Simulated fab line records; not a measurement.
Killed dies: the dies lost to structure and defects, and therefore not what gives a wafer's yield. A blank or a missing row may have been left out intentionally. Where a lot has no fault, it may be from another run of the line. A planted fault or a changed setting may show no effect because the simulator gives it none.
What tool caused it?    flow nandHarc    Sampling: 14 lots, 42 wafers, 4 of 1302 route steps

## WHAT EACH GAUGE READ, for each wafer
The record holds no reading of a measuring or inspecting step that can be judged against a usual standard deviation.

## WHAT TOOL EACH LOT RAN ON (gives the tool, then ch and the chambers of the sampled wafers, and finally the start)
lot   NHARC_A_SLIT_ETCH_15                          NHARC_A_WL_FILL_RTA_01           NHARC_A_WL_FILL_ETCHBACK_16        NHARC_A_WL_FILL_STRIP_29
L850  rieDiel-02 ch 2,3, day 20 23:26 or earlier    rtpAnneal-02 ch 0, day 20 23:26  rieDiel-07 ch 0,1,3, day 21 13:11  rieDiel-07 ch 0,2,3, day 21 13:16
L852  rieDiel-06 ch 0,2,3, day 21 03:35 or earlier  rtpAnneal-02 ch 0, day 21 03:35  rieDiel-05 ch 0,2,3, day 21 13:11  rieDiel-05 ch 0,1,3, day 21 13:17
L851  rieDiel-11 ch 0,2,3, day 21 07:17 or earlier  rtpAnneal-02 ch 0, day 21 07:17  rieDiel-05 ch 1,2,3, day 21 18:44  rieDiel-05 ch 0,2,3, day 21 18:50
L854  rieDiel-11 ch 1,2,3, day 22 04:35 or earlier  rtpAnneal-01 ch 0, day 22 04:35  rieDiel-07 ch 0,2, day 22 15:50    rieDiel-07 ch 0,1,3, day 22 15:57
L855  rieDiel-06 ch 0,1, day 23 01:48 or earlier    rtpAnneal-01 ch 0, day 23 01:48  rieDiel-09 ch 0,2, day 23 13:10    rieDiel-09 ch 1,2,3, day 23 13:16
L856  rieDiel-02 ch 0,3, day 23 09:00 or earlier    rtpAnneal-01 ch 0, day 23 09:00  rieDiel-05 ch 1,2,3, day 23 21:21  rieDiel-05 ch 1,2,3, day 23 21:27
L858  rieDiel-06 ch 2,3, day 25 05:28 or earlier    rtpAnneal-01 ch 0, day 25 05:28  rieDiel-09 ch 1,2,3, day 25 17:13  rieDiel-09 ch 1,2,3, day 25 17:17
L861  rieDiel-11 ch 0,1,3, day 25 16:47 or earlier  rtpAnneal-02 ch 0, day 25 16:47  rieDiel-09 ch 1,2,3, day 26 06:23  rieDiel-09 ch 1,2, day 26 06:28
L868  rieDiel-11 ch 0,1,2, day 28 13:40 or earlier  rtpAnneal-01 ch 0, day 28 13:40  rieDiel-07 ch 0,1,2, day 29 03:01  rieDiel-07 ch 0,1,3, day 29 03:07
L867  rieDiel-02 ch 0,2,3, day 28 13:33 or earlier  rtpAnneal-01 ch 0, day 28 13:33  rieDiel-09 ch 0,2, day 29 01:08    rieDiel-09 ch 0,2,3, day 29 01:14
L869  rieDiel-06 ch 0,1, day 28 17:47 or earlier    rtpAnneal-02 ch 0, day 28 17:47  rieDiel-07 ch 0,1,2, day 29 06:36  rieDiel-07 ch 0,2,3, day 29 06:41
L871  rieDiel-02 ch 0,1,3, day 29 10:25 or earlier  rtpAnneal-02 ch 0, day 29 10:25  rieDiel-05 ch 0,1,2, day 29 23:04  rieDiel-05 ch 2,3, day 29 23:10
L870  rieDiel-06 ch 0,1,3, day 29 23:16 or earlier  rtpAnneal-01 ch 0, day 29 23:16  rieDiel-07 ch 1,2,3, day 30 11:01  rieDiel-07 ch 1,2,3, day 30 11:08
L872  rieDiel-11 ch 0,1,3, day 30 18:00 or earlier  rtpAnneal-01 ch 0, day 30 18:00  rieDiel-05 ch 2,3, day 31 05:13    rieDiel-05 ch 0,1,2, day 31 05:19
- NHARC_A_SLIT_ETCH_15: etches the open film in O2/COS, target depth 6200 nm, time 1612 s.
- NHARC_A_WL_FILL_RTA_01: time 5 s.
- NHARC_A_WL_FILL_ETCHBACK_16: etches the open film in C4F8/O2/Ar, target depth 120 nm, time 24 s.
- NHARC_A_WL_FILL_STRIP_29: strips in O2, time 20 s.

## AS READ BY THE TOOLS THEMSELVES (means over the sampled wafers that have a number; for cases with no such wafer, the mark the record gives instead)
NHARC_A_SLIT_ETCH_15. Usual: biasW 300.1 W, standard deviation 0.88; drypumpMotorCurrentA 5.8 A, standard deviation 0.45; oesProductAu 0.997 a.u., standard deviation 0.0073; rfVppV 313.6 V, standard deviation 1.5; showerheadPlenumPTorr 3.08 Torr, standard deviation 0.083; throttleValvePct 28.330 %, standard deviation 0.0089.
lot   tool        biasW (W)  drypumpMotorCurrentA (A)  oesProductAu (a.u.)  rfVppV (V)  showerheadPlenumPTorr (Torr)  throttleValvePct (%)  flag
L850  rieDiel-02  299.9      5.8                       1.002                312.6       2.99                          28.324                
L852  rieDiel-06  301.2      5.9                       0.989                314.2       3.10                          28.326                
L851  rieDiel-11  299.8      5.7                       1.003                315.0       3.16                          28.333                
L854  rieDiel-11  298.9      5.5                       0.998                313.4       3.10                          28.327                
L855  rieDiel-06  300.0      5.5                       1.002                314.4       3.13                          28.335                
L856  rieDiel-02  300.0      5.9                       0.995                313.9       3.08                          28.331                
L858  rieDiel-06  300.2      6.2                       0.998                313.3       3.05                          28.321                
L861  rieDiel-11  300.6      5.6                       1.012                314.3       3.15                          28.320                
L868  rieDiel-11  300.5      6.1                       0.999                314.3       3.12                          28.320                
L867  rieDiel-02  300.6      5.9                       0.993                312.6       3.03                          28.334                
L869  rieDiel-06  299.2      5.7                       0.992                313.1       3.09                          28.334                
L871  rieDiel-02  300.3      5.9                       0.998                312.9       3.04                          28.328                
L870  rieDiel-06  299.8      5.6                       0.995                313.6       3.11                          28.335                
L872  rieDiel-11  300.7      5.6                       0.997                314.1       3.14                          28.323                

NHARC_A_WL_FILL_RTA_01. Usual: lampPowerPct 28.1 %, standard deviation 1.8; lamp_zone_3_pct 28.1 %, standard deviation 1.8; lamp_zone_7_pct 28.5 %, standard deviation 1.8; wafer_temp_C_max 1003.4, standard deviation 1.2.
lot   tool          lampPowerPct (%)  lamp_zone_3_pct (%)  lamp_zone_7_pct (%)  wafer_temp_C_max  flag
L850  rtpAnneal-02  25.6              25.6                 26.0                 1001.9            
L852  rtpAnneal-02  25.5              25.6                 26.0                 1002.2            
L851  rtpAnneal-02  25.6              25.6                 26.0                 1002.8            
L854  rtpAnneal-01  29.4              29.4                 29.8                 1003.6            
L855  rtpAnneal-01  29.3              29.4                 29.8                 1004.3            
L856  rtpAnneal-01  29.4              29.4                 29.9                 1004.8            
L858  rtpAnneal-01  29.4              29.3                 29.8                 1003.8            
L861  rtpAnneal-02  25.6              25.6                 26.0                 1002.5            
L868  rtpAnneal-01  29.3              29.3                 29.8                 1004.8            
L867  rtpAnneal-01  29.4              29.4                 29.8                 1004.6            
L869  rtpAnneal-02  25.6              25.6                 26.0                 1001.5            
L871  rtpAnneal-02  25.5              25.6                 25.9                 1002.3            
L870  rtpAnneal-01  29.4              29.3                 29.8                 1004.0            
L872  rtpAnneal-01  29.4              29.4                 29.8                 1004.2            

NHARC_A_WL_FILL_ETCHBACK_16. Usual: biasW 799.9 W, standard deviation 2.4; oesProductAu 0.987 a.u., standard deviation 0.028; rfVppV 722 V, standard deviation 4.4; runLengthS 45.2 s, standard deviation 0.48.
lot   tool        biasW (W)  oesProductAu (a.u.)  rfVppV (V)  runLengthS (s)  flag
L850  rieDiel-07  800.1      1.005                726         45.1            
L852  rieDiel-05  799.2      0.962                723         45.6            
L851  rieDiel-05  799.1      0.992                722         45.2            
L854  rieDiel-07  797.1      1.000                723         44.9            
L855  rieDiel-09  800.8      1.006                717         45.2            
L856  rieDiel-05  800.8      0.997                722         45.3            
L858  rieDiel-09  -          1.000                722         27.0            OFF
L861  rieDiel-09  -          0.983                721         27.0            OFF
L868  rieDiel-07  799.5      1.011                723         44.9            
L867  rieDiel-09  799.3      1.004                719         45.7            
L869  rieDiel-07  800.6      1.002                724         45.2            
L871  rieDiel-05  800.8      0.966                721         45.1            
L870  rieDiel-07  801.0      0.928                723         45.0            
L872  rieDiel-05  802.7      1.004                723         45.4            

NHARC_A_WL_FILL_STRIP_29. Usual: drypumpMotorCurrentA 5.6 A, standard deviation 0.51; oesProductAu 1.002 a.u., standard deviation 0.0072; rfVppV 57.6 V, standard deviation 0.85; showerheadPlenumPTorr 3.49 Torr, standard deviation 0.15; throttleValvePct 17.037 %, standard deviation 0.0091.
lot   tool        drypumpMotorCurrentA (A)  oesProductAu (a.u.)  rfVppV (V)  showerheadPlenumPTorr (Torr)  throttleValvePct (%)  flag
L850  rieDiel-07  5.6                       0.997                57.8        3.62                          17.036                
L852  rieDiel-05  5.5                       0.998                57.1        3.38                          17.045                
L851  rieDiel-05  5.7                       1.005                56.8        3.48                          17.033                
L854  rieDiel-07  6.0                       1.010                57.4        3.60                          17.038                
L855  rieDiel-09  5.2                       1.010                57.1        3.48                          17.035                
L856  rieDiel-05  5.9                       0.987                57.7        3.50                          17.035                
L858  rieDiel-09  5.2                       0.997                57.4        3.48                          17.035                
L861  rieDiel-09  5.3                       1.003                58.5        3.52                          17.037                
L868  rieDiel-07  6.0                       1.009                58.2        3.60                          17.047                
L867  rieDiel-09  5.2                       1.001                57.4        3.41                          17.035                
L869  rieDiel-07  5.5                       0.998                57.8        3.62                          17.041                
L871  rieDiel-05  5.7                       1.010                58.4        3.52                          17.033                
L870  rieDiel-07  5.9                       0.999                57.2        3.51                          17.046                
L872  rieDiel-05  5.9                       1.001                57.4        3.45                          17.035                

## THE ANSWER, worked out from the rows above alone
Rule: a lot counts as off when the mean over its wafers that have a number is more than 3 standard deviations away from the usual mean. A lot without any number at a reading at which 4 lots or more have one is off too. The other lots that the step has rows for count as sound. Order of review: gauges by route order, followed by the tools' own readings, for which a lot's mean as printed above is used. The first step at which some lot is off is used, and at that step the reading that is off furthest; a lot without a number counts as furthest.
Off: L858, L861, at NHARC_A_WL_FILL_ETCHBACK_16 (biasW). Without a number there: L858, L861.
A tool fits if, at that step or a process step before it, it ran every lot that is off, and no sound lot after the first of them. NHARC_A_SLIT_ETCH_15: start missing for some lots; hours and lot order therefore follow NHARC_A_WL_FILL_RTA_01. None of those tried fits.

## WHAT WAS PUT IN BY THE SIMULATOR
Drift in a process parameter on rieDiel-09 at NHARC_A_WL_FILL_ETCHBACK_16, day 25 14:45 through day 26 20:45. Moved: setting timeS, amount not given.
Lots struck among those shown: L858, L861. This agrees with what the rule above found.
